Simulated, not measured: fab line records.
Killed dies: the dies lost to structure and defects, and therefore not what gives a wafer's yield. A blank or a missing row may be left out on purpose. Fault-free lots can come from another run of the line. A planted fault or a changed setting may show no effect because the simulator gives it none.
fab line records | flow n5Finfet
record: lots: 10 | wafers: 30 | lastDay: 18
route steps=1938 shown BEOL_M8@1336 PASSIVATION@1936
lots that met no fault: taken from a fault-free run of the same line
startH: hours from the record's first day to the start of the lot's first wafer shown | waitH: hours from the lot's prior step to this one | " unchanged from the row above | L1.1+2: several wafers, shown together as one row | - no value, or no start was given | * or withheld: withheld | < > ~ a bound
route shown NAME@n: a module of which the file shows steps, and the number in the route of the first | usual: mean/standard deviation of fault-free wafers | same: alike in all rows | chamber/n: place in a boat | sites: readings site by site | _std_site: how widely they spread, as a standard deviation | _edge_site: inner sites' mean taken away from outer sites' mean | radiusMm: how far each site lies from the wafer's centre | mask NAME#n: copy n | behind: the last tool/chamber to shape the wafer | hold: cause of the lot's hold/its duration in hours/its outcome | device: the n, p or np transistor that did not switch | end of line: tests run on the same wafers once the route is complete | step lacking rows: just its recipe | killed: dies lost to structure and defects at the first sort, not the wafer's yield | map: a wafer's dies, marking killed ones x, the rest . and places with no die _
set.NAME: the run value of the setting; set.NAME@STEP: its run value at that earlier step | model.NAME: the simulator's own value behind a step, which no gauge read
route steps across a sampled set of lots; one table per step, one row per wafer
services: when a tool's chamber went out of use (startH, in hours from the record's first day, below 0 if earlier), for how many hours, and the reason
== steps ==
step: N5_BEOL_M8_HM_DEP_02
recipe: material: TiN | targetThkA: 200 | tempC: 25 | chamberPressurePa: 0.49996
usual: susceptorTempC: 25.01/0.11 | throttleValvePct: 29.7/1
lot.wafer | tool          | chamber | startH | waitH | susceptorTempC | throttleValvePct
L990.1    | pvdSputter-02 | -       | 226.03 | 0.9   | 24.94          | 29.9
L990.3    | "             | -       | "      | "     | 25.06          | 29.0
L990.6    | "             | -       | "      | "     | 24.87          | 28.2
L992.3    | pvdSputter-02 | -       | 251.75 | 3.6   | 25.13          | 27.9
L992.4    | "             | -       | "      | "     | 24.91          | 29.2
L992.6    | "             | -       | "      | "     | 24.88          | 29.0
L991.3    | pvdSputter-02 | -       | 251.85 | 3.4   | 24.97          | 29.8
L991.4    | "             | -       | "      | "     | 24.97          | 29.0
L991.5    | "             | -       | "      | "     | 24.94          | 29.9
L994.2    | pvdSputter-03 | -       | 251.98 | 2.8   | 24.91          | 28.7
L994.3    | "             | -       | "      | "     | 25.05          | 29.9
L994.5    | "             | -       | "      | "     | 25.00          | 30.1
L987.1    | pvdSputter-03 | -       | 252.08 | 2.7   | 24.96          | 30.2
L987.5    | "             | -       | "      | "     | 24.88          | 30.6
L987.6    | "             | -       | "      | "     | 25.05          | 28.7
L998.2    | pvdSputter-01 | -       | 270.69 | 1.5   | 24.89          | 30.6
L998.3    | "             | -       | "      | "     | 24.89          | 30.7
L998.6    | "             | -       | "      | "     | 24.93          | 31.0
L100.1    | pvdSputter-02 | -       | 310.35 | 0.4   | 24.93          | 28.1
L100.3    | "             | -       | "      | "     | 25.21          | 29.0
L100.6    | "             | -       | "      | "     | 25.00          | 27.9
L108.2    | pvdSputter-01 | -       | 353.16 | 0.3   | 25.04          | 29.3
L108.3    | "             | -       | "      | "     | 25.11          | 30.6
L108.4    | "             | -       | "      | "     | 25.14          | 32.0
L109.2    | pvdSputter-01 | -       | 361.80 | 3.9   | 24.94          | 30.3
L109.3    | "             | -       | "      | "     | 25.23          | 29.3
L109.4    | "             | -       | "      | "     | 25.07          | 30.7
L110.2    | pvdSputter-03 | -       | 362.22 | 3.8   | 25.01          | 29.8
L110.4    | "             | -       | "      | "     | 24.84          | 30.3
L110.5    | "             | -       | "      | "     | 25.13          | 30.2
step: N5_BEOL_M8_STRIP_67
recipe: chemistry: CF4 | resist: SiARC | powerW: 300 | biasPowerW: 75 | pressureMtorr: 50 | cf4FlowSccm: 150 | rfFrequencyHz: 6e+07
usual: drypumpMotorCurrentA: 5.5/0.5 | oesProductAu: 0.77/0.062 | rfVppV: 271.9/1.4 | showerheadPlenumPTorr: 1.82/0.054 | throttleValvePct: 13.68/0.18
lot.wafer | tool       | chamber | startH | waitH | drypumpMotorCurrentA | oesProductAu | rfHoursCounterH | rfVppV | showerheadPlenumPTorr | throttleValvePct
L990.1    | rieDiel-05 | 2       | 227.02 | 0.0   | 5.6                  | 0.83         | 65              | 273.5  | 1.88                  | 13.53
L990.3    | "          | 1       | "      | "     | 5.7                  | 0.82         | 86              | 270.0  | 1.73                  | 13.46
L990.6    | "          | 0       | "      | "     | 6.2                  | 0.81         | -               | 270.2  | 1.73                  | 13.68
L992.3    | rieDiel-03 | 2       | 252.79 | 0.0   | 5.3                  | 0.75         | 148             | 269.9  | 1.80                  | 13.92
L992.4    | "          | 3       | "      | "     | 6.3                  | 0.97         | 7               | 271.9  | 1.92                  | 13.45
L992.6    | "          | 2       | "      | "     | 5.3                  | 0.75         | -               | 271.4  | 1.80                  | 13.91
L991.3    | rieDiel-05 | 1       | 252.83 | 0.0   | 5.7                  | 0.81         | 97              | 270.5  | 1.73                  | 13.50
L991.4    | "          | 2       | "      | "     | 5.6                  | 0.82         | 74              | 271.7  | 1.88                  | 13.56
L991.5    | "          | 1       | "      | "     | 5.6                  | 0.82         | -               | 270.0  | 1.73                  | 13.52
L994.2    | rieDiel-05 | 1       | 253.47 | 0.0   | 5.7                  | 0.81         | 97              | 268.4  | 1.73                  | 13.49
L994.3    | "          | 3       | "      | "     | 4.6                  | 0.82         | 90              | 273.7  | 1.89                  | 13.68
L994.5    | "          | 2       | "      | "     | 5.6                  | 0.82         | -               | 273.7  | 1.88                  | 13.54
L987.1    | rieDiel-03 | 2       | 253.63 | 0.0   | 5.3                  | 0.75         | 148             | 272.0  | 1.80                  | 13.94
L987.5    | "          | 1       | "      | "     | 5.2                  | 0.78         | -               | 272.0  | 1.79                  | 13.60
L987.6    | "          | 2       | "      | "     | 5.3                  | 0.75         | -               | 271.7  | 1.80                  | 13.91
L998.2    | rieDiel-03 | 2       | 272.17 | 0.0   | 5.3                  | 0.74         | 155             | 270.4  | 1.80                  | 13.92
L998.3    | "          | 0       | "      | "     | 5.7                  | 0.73         | 180             | 273.2  | 1.85                  | 13.67
L998.6    | "          | 0       | "      | "     | 5.7                  | 0.72         | -               | 273.0  | 1.85                  | 13.67
L100.1    | rieDiel-01 | 3       | 311.17 | 0.0   | 5.4                  | 0.68         | 231             | 271.4  | 1.85                  | 13.77
L100.3    | "          | 2       | "      | "     | 4.9                  | 0.71         | 223             | 272.3  | 1.84                  | 13.98
L100.6    | "          | 2       | "      | "     | 4.9                  | 0.70         | -               | 272.9  | 1.84                  | 13.99
L108.2    | rieDiel-05 | 3       | 353.98 | 0.0   | 4.6                  | 0.78         | 127             | 273.2  | 1.88                  | 13.77
L108.3    | "          | 2       | "      | "     | 5.6                  | 0.78         | 114             | 272.5  | 1.87                  | 13.63
L108.4    | "          | 1       | "      | "     | 5.6                  | 0.78         | 130             | 269.9  | 1.72                  | 13.57
L109.2    | rieDiel-01 | 3       | 362.64 | 0.0   | 5.3                  | 0.68         | 247             | 273.2  | 1.85                  | 13.82
L109.3    | "          | 2       | "      | "     | 5.0                  | 0.69         | 240             | 272.7  | 1.84                  | 14.02
L109.4    | "          | 0       | "      | "     | 6.4                  | 0.76         | 154             | 269.9  | 1.79                  | 13.52
L110.2    | rieDiel-01 | 1       | 363.12 | 0.0   | 5.3                  | 0.79         | 108             | 271.2  | 1.78                  | 13.50
L110.4    | "          | 2       | "      | "     | 4.9                  | 0.69         | 240             | 272.3  | 1.84                  | 14.01
L110.5    | "          | 2       | "      | "     | 5.0                  | 0.69         | -               | 272.9  | 1.84                  | 14.03
step: N5_BEOL_M8_ETCH_65
recipe: chemistry: CF4 | target: SiARC | targetDepthA: 156 | maskMaterial: CAR-EUV | timeS: 26 | ionEnergyEv: 80 | pressureMtorr: 40 | sourceW: 545 | biasW: 36 | Ar_flow_sccm: 100 | cf4FlowSccm: 100 | ends: cleared
usual: drypumpMotorCurrentA: 5.5/0.49 | etchRfOnTimeS: 25.9/0.69 | oesProductAu: 0.66/0.056 | rfFwdPowerW: 534.2/2.8 | rfVppV: 184.6/1.1 | showerheadPlenumPTorr: 2.18/0.064 | throttleValvePct: 15.70/0.17
lot.wafer | tool       | chamber | startH | waitH | drypumpMotorCurrentA | etchRfOnTimeS | oesProductAu | rfFwdPowerW | rfHoursCounterH | rfVppV | showerheadPlenumPTorr | throttleValvePct
L990.1    | rieDiel-05 | 1       | 231.82 | 0.0   | 5.7                  | 25.1          | 0.72         | 536.9       | 88              | 183.1  | 2.07                  | 15.55
L990.3    | "          | 3       | "      | "     | 4.6                  | 27.0          | 0.68         | 530.8       | 82              | 185.8  | 2.26                  | 15.71
L990.6    | "          | 0       | "      | "     | 6.2                  | 26.4          | 0.68         | 533.2       | -               | 184.5  | 2.07                  | 15.78
L992.3    | rieDiel-05 | 2       | 254.91 | 0.0   | 5.6                  | 24.5          | 0.73         | 534.0       | 76              | 186.1  | 2.25                  | 15.62
L992.4    | "          | 2       | "      | "     | 5.6                  | 24.3          | 0.73         | 533.3       | -               | 185.4  | 2.25                  | 15.63
L992.6    | "          | 3       | "      | "     | 4.6                  | 26.4          | 0.69         | 532.1       | -               | 184.6  | 2.26                  | 15.75
L991.3    | rieDiel-01 | 3       | 255.08 | 0.0   | 5.3                  | 26.1          | 0.59         | 529.8       | 209             | 184.8  | 2.22                  | 15.73
L991.4    | "          | 2       | "      | "     | 4.9                  | 25.9          | 0.61         | 538.9       | 201             | 184.0  | 2.21                  | 15.96
L991.5    | "          | 2       | "      | "     | 5.0                  | 25.7          | 0.61         | 538.0       | -               | 184.6  | 2.21                  | 15.93
L994.2    | rieDiel-03 | 0       | 255.28 | 0.0   | 5.7                  | 25.5          | 0.63         | 532.1       | 174             | 184.5  | 2.21                  | 15.69
L994.3    | "          | 3       | "      | "     | 6.3                  | 25.3          | 0.84         | 529.7       | 8               | 185.6  | 2.30                  | 15.57
L994.5    | "          | 0       | "      | "     | 5.7                  | 25.4          | 0.63         | 533.9       | -               | 184.4  | 2.21                  | 15.66
L987.1    | rieDiel-01 | 3       | 255.48 | 0.0   | 5.3                  | 25.9          | 0.59         | 532.8       | 210             | 183.9  | 2.22                  | 15.74
L987.5    | "          | 1       | "      | "     | 5.2                  | 25.6          | 0.71         | 537.5       | -               | 183.3  | 2.16                  | 15.48
L987.6    | "          | 0       | "      | "     | 6.4                  | 26.4          | 0.67         | 535.6       | -               | 184.1  | 2.15                  | 15.44
L998.2    | rieDiel-01 | 0       | 274.07 | 0.0   | 6.4                  | 26.5          | 0.66         | 532.5       | 124             | 183.4  | 2.15                  | 15.47
L998.3    | "          | 1       | "      | "     | 5.2                  | 25.8          | 0.71         | 534.8       | 77              | 185.9  | 2.15                  | 15.50
L998.6    | "          | 3       | "      | "     | 5.3                  | 26.0          | 0.59         | 530.4       | -               | 184.9  | 2.21                  | 15.75
L100.1    | rieDiel-03 | 2       | 313.23 | 0.0   | 5.3                  | 26.7          | 0.61         | 533.9       | 169             | 183.4  | 2.15                  | 16.03
L100.3    | "          | 3       | "      | "     | 6.3                  | 25.2          | 0.79         | 530.6       | 29              | 186.3  | 2.29                  | 15.62
L100.6    | "          | 0       | "      | "     | 5.7                  | 25.7          | 0.62         | 535.5       | -               | 183.9  | 2.20                  | 15.71
L108.2    | rieDiel-01 | 1       | 356.25 | 0.0   | 5.2                  | 16.4          | 0.90         | 527.5       | 105             | 185.7  | 2.14                  | 15.58
L108.3    | "          | 3       | "      | "     | 5.3                  | 26.1          | 0.58         | 532.3       | 245             | 185.3  | 2.20                  | 15.81
L108.4    | "          | 0       | "      | "     | 6.3                  | 26.7          | 0.63         | 533.6       | 152             | 184.1  | 2.14                  | 15.51
L109.2    | rieDiel-01 | 0       | 364.85 | 0.0   | 6.3                  | 16.4          | 0.85         | 529.9       | 154             | 182.3  | 2.14                  | 15.51
L109.3    | "          | 3       | "      | "     | 5.3                  | 25.9          | 0.58         | 530.1       | 247             | 185.4  | 2.20                  | 15.82
L109.4    | "          | 2       | "      | "     | 4.9                  | 25.8          | 0.58         | 539.1       | 240             | 183.6  | 2.19                  | 16.01
L110.2    | rieDiel-05 | 0       | 365.03 | 0.0   | 6.2                  | 26.7          | 0.64         | 531.7       | 136             | 182.1  | 2.06                  | 15.85
L110.4    | "          | 3       | "      | "     | 4.6                  | 26.7          | 0.65         | 534.8       | 131             | 185.9  | 2.25                  | 15.83
L110.5    | "          | 1       | "      | "     | 5.7                  | 25.1          | 0.69         | 534.9       | -               | 183.3  | 2.05                  | 15.59
step: N5_BEOL_M8_STRIP_80
recipe: chemistry: N2/H2 | timeS: 10 | powerW: 450 | tempC: 40 | pressureMtorr: 20 | rfFrequencyHz: 6e+07 | biasPowerW: 7 | n2FlowSccm: 200 | h2FlowSccm: 200
usual: drypumpMotorCurrentA: 5.5/0.49 | oesProductAu: 0.77/0.067 | rfVppV: 59.3/0.85 | showerheadPlenumPTorr: 2.59/0.074 | throttleValvePct: 23.77/0.14
lot.wafer | tool       | chamber | startH | waitH | drypumpMotorCurrentA | oesProductAu | rfHoursCounterH | rfVppV | showerheadPlenumPTorr | throttleValvePct
L990.1    | rieDiel-05 | 1       | -      | -     | 5.7                  | 0.83         | 88              | 59.2   | 2.47                  | 24.03
L990.3    | "          | 3       | "      | "     | 4.6                  | 0.81         | 82              | 60.4   | 2.67                  | 23.72
L990.6    | "          | 0       | "      | "     | 6.2                  | 0.82         | -               | 58.9   | 2.45                  | 23.75
L992.3    | rieDiel-05 | 2       | -      | -     | 5.6                  | 0.85         | 76              | 59.3   | 2.70                  | 23.79
L992.4    | "          | 2       | "      | "     | 5.6                  | 0.84         | -               | 59.3   | 2.69                  | 23.78
L992.6    | "          | 3       | "      | "     | 4.6                  | 0.81         | -               | 60.6   | 2.67                  | 23.74
L991.3    | rieDiel-01 | 3       | -      | -     | 5.3                  | 0.69         | 210             | 59.2   | 2.62                  | 23.65
L991.4    | "          | 2       | "      | "     | 5.0                  | 0.70         | 202             | 60.1   | 2.60                  | 23.62
L991.5    | "          | 2       | "      | "     | 5.0                  | 0.70         | -               | 56.8   | 2.60                  | 23.61
L994.2    | rieDiel-03 | 0       | -      | -     | 5.7                  | 0.73         | 174             | 59.2   | 2.65                  | 23.90
L994.3    | "          | 3       | "      | "     | 6.3                  | 0.98         | 8               | 59.3   | 2.72                  | 23.68
L994.5    | "          | 0       | "      | "     | 5.7                  | 0.73         | -               | 58.3   | 2.65                  | 23.87
L987.1    | rieDiel-01 | 3       | -      | -     | 5.4                  | 0.68         | 210             | 59.8   | 2.62                  | 23.65
L987.5    | "          | 1       | "      | "     | 5.2                  | 0.83         | -               | 60.2   | 2.57                  | 23.58
L987.6    | "          | 0       | "      | "     | 6.4                  | 0.80         | -               | 59.9   | 2.57                  | 23.68
L998.2    | rieDiel-01 | 0       | -      | -     | 6.3                  | 0.79         | 124             | 59.8   | 2.57                  | 23.69
L998.3    | "          | 1       | "      | "     | 5.2                  | 0.83         | 77              | 60.1   | 2.57                  | 23.57
L998.6    | "          | 3       | "      | "     | 5.4                  | 0.70         | -               | 58.7   | 2.61                  | 23.64
L100.1    | rieDiel-03 | 2       | -      | -     | 5.3                  | 0.72         | 169             | 59.9   | 2.52                  | 23.93
L100.3    | "          | 3       | "      | "     | 6.3                  | 0.91         | 29              | 59.4   | 2.71                  | 23.70
L100.6    | "          | 0       | "      | "     | 5.7                  | 0.70         | -               | 59.6   | 2.64                  | 23.93
L108.2    | rieDiel-01 | 1       | -      | -     | 5.3                  | 0.80         | 106             | 59.2   | 2.56                  | 23.62
L108.3    | "          | 3       | "      | "     | 5.3                  | 0.68         | 245             | 58.8   | 2.60                  | 23.68
L108.4    | "          | 0       | "      | "     | 6.4                  | 0.76         | 152             | 58.8   | 2.56                  | 23.73
L109.2    | rieDiel-01 | 0       | -      | -     | 6.4                  | 0.76         | 154             | 58.4   | 2.56                  | 23.74
L109.3    | "          | 3       | "      | "     | 5.3                  | 0.67         | 247             | 60.0   | 2.60                  | 23.69
L109.4    | "          | 2       | "      | "     | 5.0                  | 0.68         | 241             | 59.3   | 2.58                  | 23.67
L110.2    | rieDiel-05 | 0       | -      | -     | 6.2                  | 0.78         | 136             | 59.7   | 2.43                  | 23.79
L110.4    | "          | 3       | "      | "     | 4.6                  | 0.76         | 131             | 59.3   | 2.65                  | 23.79
L110.5    | "          | 1       | "      | "     | 5.7                  | 0.78         | -               | 59.9   | 2.45                  | 24.09
step: N5_PASSIVATION_PROBE_49
usual: defectLimitedYield: 91.7/1.5 | killed_at_M0_to_M3: 32/10 | killed_at_M4_up: 14/5.3 | killedAtContacts: 13/5.7 | killedAtFrontEnd: 37/10 | killedAtOther: 3.3/2.5 | killedDies: 98/18 | killedOpen: 65/13 | killedShort: 31/7.5 | sort_bin_5_function: 4.9/0.91 | sort_bin_6_memory: 3.1/0.71 | sort_bin_8_speed: 0.00/0.017 | sortNPass: 1082/18 | sortYieldPct: 91.7/1.5
same: grossDies: 1180 | killedAtBackSide: 0 | sort_bin_4_leakage[%]: 0
lot.wafer | tool      | chamber | startH | waitH | defectLimitedYield[%] | killed_at_M0_to_M3 | killed_at_M4_up | killedAtContacts | killedAtFrontEnd | killedAtOther | killedDies | killedOpen | killedShort | sort_bin_5_function[%] | sort_bin_6_memory[%] | sort_bin_8_speed[%] | sortNPass | sortYieldPct[%]
L100.1    | prober-02 | -       | 377.27 | 0.0   | 91.4                  | 36                 | 12              | 12               | 36               | 6             | 102        | 70         | 32          | 5.0                    | 3.6                  | 0                   | 1078      | 91.4
L100.3    | prober-02 | -       | 377.37 | 0.1   | 89.3                  | 51                 | 12              | 23               | 39               | 1             | 126        | 82         | 44          | 5.8                    | 4.3                  | 0                   | 1054      | 89.3
L100.6    | prober-02 | -       | 377.52 | 0.3   | 91.4                  | 48                 | 9               | 8                | 34               | 3             | 102        | 65         | 37          | 5.7                    | 2.9                  | 0                   | 1078      | 91.4
killed by level:class
L100.1 FIN_SAQP:geometricParticle:short=11 MOL_CONTACT_COAG:geometricParticle:open=10 BEOL_M2:geometricParticle:open=8 FIN_SAQP:geometricParticle:open=7 BEOL_M3:geometricParticle:open=7 BEOL_M0_SAQP:geometricParticle:short=7 BEOL_M0_SAQP:geometricParticle:open=6 STI_FIN_REVEAL:geometricParticle:open=4
L100.3 MOL_CONTACT_COAG:geometricParticle:open=20 BEOL_M0_SAQP:geometricParticle:open=15 BEOL_M0_SAQP:geometricParticle:short=15 FIN_SAQP:geometricParticle:short=10 FIN_SAQP:geometricParticle:open=9 BEOL_M2:geometricParticle:open=8 ILD0:geometricParticle:open=5 BEOL_M1:geometricParticle:open=5
L100.6 BEOL_M2:geometricParticle:open=13 FIN_SAQP:geometricParticle:open=12 BEOL_M0_SAQP:geometricParticle:short=9 FIN_SAQP:geometricParticle:short=7 BEOL_M3:geometricParticle:open=7 MOL_CONTACT_COAG:geometricParticle:open=6 BEOL_M1:geometricParticle:open=6 BEOL_M0_SAQP:geometricParticle:open=5
== services ==
tool          | chamber | startH | hours | kind
rieDiel-03    | 3       | 216.77 | -     | clean
rieDiel-03    | 3       | 216.77 | -     | consumableReplace:focusRing
rieDiel-03    | 3       | 216.77 | -     | consumableReplace:showerhead
rieDiel-03    | 3       | 216.77 | 18.6  | scheduledDown
rieDiel-03    | 3       | 216.77 | 18.6  | ventCycle
rieDiel-01    | 0       | 228.17 | 6.0   | repair
rieDiel-01    | -       | 238.12 | 15.6  | pm
rieDiel-01    | 1       | 263.76 | 3.0   | repair
rieDiel-01    | -       | 322.39 | 0.2   | repair
rieDiel-03    | 1       | 336.08 | 13.1  | repair
pvdSputter-03 | -       | 350.34 | 3.1   | repair
== key ==
firstSign: step: N5_BEOL_M8_ETCH_65 | reading: etchRfOnTimeS | direction: down | sigmas: 14 | usual: * | struck: *
effect: step: N5_BEOL_M8_ETCH_65 | reading: oesProductAu | direction: up | sigmas: 3.9 | usual: 0.66 | struck: 0.88
metAt N5_BEOL_M8_ETCH_65
struckLots L108,L109
struckWafers L108.2,L109.2
notActingAt N5_BEOL_M8_HM_DEP_02,N5_BEOL_M8_STRIP_67,N5_BEOL_M8_STRIP_80
onsetBetween 274.07 356.25
fault: kind: processParameterDrift | tool: rieDiel-01 | chamber: - | onsetH: 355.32 | steps: N5_BEOL_M8_ETCH_65 | channel: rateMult | offset: 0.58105 | shape: step | endH: 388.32 | scope: struckWafersOnly
